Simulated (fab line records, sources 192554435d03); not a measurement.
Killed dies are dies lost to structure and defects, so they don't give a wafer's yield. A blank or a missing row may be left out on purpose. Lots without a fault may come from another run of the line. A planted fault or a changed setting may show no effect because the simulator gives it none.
Split-lot experiment | flow n5_finfet | 7 lots, 21 wafers read, on a route of 1938 steps

THE SPLIT
At N5_SD_EPI_N_EXPOSE_06 (exposes mask SD N BLK, target cd 120 nm), the setting dose_mj was moved away from the recipe's 39.75 on 5 of the 21 wafers read, by -5.5% to +4.8%. The other wafers ran this setting at the recipe's value.

FROM THE SPLIT TO THE READING: what the file shows between them, 2 steps
- N5_SD_EPI_N_PEB_07: peb time 60 s
- N5_SD_EPI_N_DEVELOP_08: develop time 30 s

THE READING
cd_nm, in nm, at N5_SD_EPI_N_CD_MEAS_09 (target cd 120 nm). Fault-free wafers of this fab line usually give 120.3 nm, standard deviation 0.63 nm.

wafer  | tool, chamber at the split | dose_mj as run | against the recipe | cd_nm, nm | against lot-mates on the recipe
L081.2 | arfi_scanner-03, 0         | 39.75          | recipe             | 120.4     | -
L081.3 | arfi_scanner-03, 0         | 39.75          | recipe             | 120.5     | -
L081.4 | arfi_scanner-03, 0         | 38.47          | -3.2%              | 118.1     | -2.4
L082.1 | arfi_scanner-03, 0         | 39.75          | recipe             | 119.9     | -
L082.4 | arfi_scanner-03, 0         | 41.66          | +4.8%              | 123.1     | +3.3
L082.5 | arfi_scanner-03, 0         | 39.75          | recipe             | 119.6     | -
L083.1 | arfi_scanner-02, 0         | 39.75          | recipe             | 120.1     | -
L083.4 | arfi_scanner-02, 0         | 39.75          | recipe             | 120.2     | -
L083.6 | arfi_scanner-02, 0         | 39.75          | recipe             | 121.1     | -
L089.2 | arfi_scanner-03, 0         | 41.36          | +4.1%              | 124.5     | +3.4
L089.3 | arfi_scanner-03, 0         | 41.36          | +4.1%              | 124.4     | +3.3
L089.6 | arfi_scanner-03, 0         | 39.75          | recipe             | 121.1     | -
L092.4 | arfi_scanner-02, 0         | 39.75          | recipe             | 121.2     | -
L092.5 | arfi_scanner-02, 0         | 39.75          | recipe             | 120.7     | -
L092.6 | arfi_scanner-02, 0         | 39.75          | recipe             | 120.6     | -
L093.1 | arfi_scanner-01, 0         | 39.75          | recipe             | 120.5     | -
L093.3 | arfi_scanner-01, 0         | 39.75          | recipe             | 120.2     | -
L093.5 | arfi_scanner-01, 0         | 39.75          | recipe             | 120.4     | -
L094.2 | arfi_scanner-02, 0         | 37.58          | -5.5%              | 116.7     | -4.1
L094.4 | arfi_scanner-02, 0         | 39.75          | recipe             | 120.1     | -
L094.6 | arfi_scanner-02, 0         | 39.75          | recipe             | 121.5     | -

THE FIT
A straight line over all 21 wafers: cd_nm changes by +0.757 nm for each +1% of dose_mj; r = +0.94; the points scatter about the line by 0.59 nm.
The same after taking each lot's own level away (the mean of its wafers on the recipe; 21 wafers): +0.761 nm for each +1%; r = +0.98; scatter 0.34 nm.
On that fit, the largest move of dose_mj shifts the reading by 4.2 nm.
The lots' own levels span 119.75 to 121.10 nm, that is 2.1 times the standard deviation above.
So the lot-to-lot level changes the slope little: the two slopes agree.
Check: with one of the wafers moved furthest among these (-5.5%) left out of the fit, the line predicts -4.16 nm for it against its lot-mates. It came out at -4.1 nm against them.

OTHER SPLITS ON THESE WAFERS
These wafers also went through other splits before the reading. Each is held against what the fit with the lots' levels taken away leaves over:
other split on the same wafers         | wafers away from the commonest value | r with cd_nm (lot level and that fit taken away)
N5_WELL_APT_COAT_02 spin_rpm           | 4                                    | -0.09
N5_WELL_APT_EXPOSE_05 dose_mj          | 8                                    | +0.12
N5_PMOS_HMC_CHANNEL_EPI_ETCH_32 bias_w | 5                                    | +0.08
N5_FIN_SAQP_ETCH_34 source_w           | 9                                    | -0.13
N5_DUMMY_GATE_PECVD_30 time_s          | 7                                    | +0.19

THE WHOLE CHAIN: every reading that the file lists as answering this split, in the file's order
step                   | what it does                                           | reading                                                         | change (the file's fit)               | r (the file's)
N5_SD_EPI_N_CD_MEAS_09 | target cd 120 nm                                       | cd_nm                                                           | +0.753 nm for each +1% of the setting | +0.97
N5_SD_EPI_N_DESCUM_14  | chemistry O2, time 7.9 s                               | SD_EPI_N.cd_nm (the simulator's own value, which no gauge read) | +0.73 nm for each +1% of the setting  | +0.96
N5_SD_EPI_N_ETCH_34    | etches SiARC in CF4, target depth 45.5 nm, time 75.8 s | SD_EPI_N.cd_nm (the simulator's own value, which no gauge read) | +0.742 nm for each +1% of the setting | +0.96

THE FILE'S OWN FIT
cd_nm changes by +0.753 nm for each +1% of dose_mj, r = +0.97.
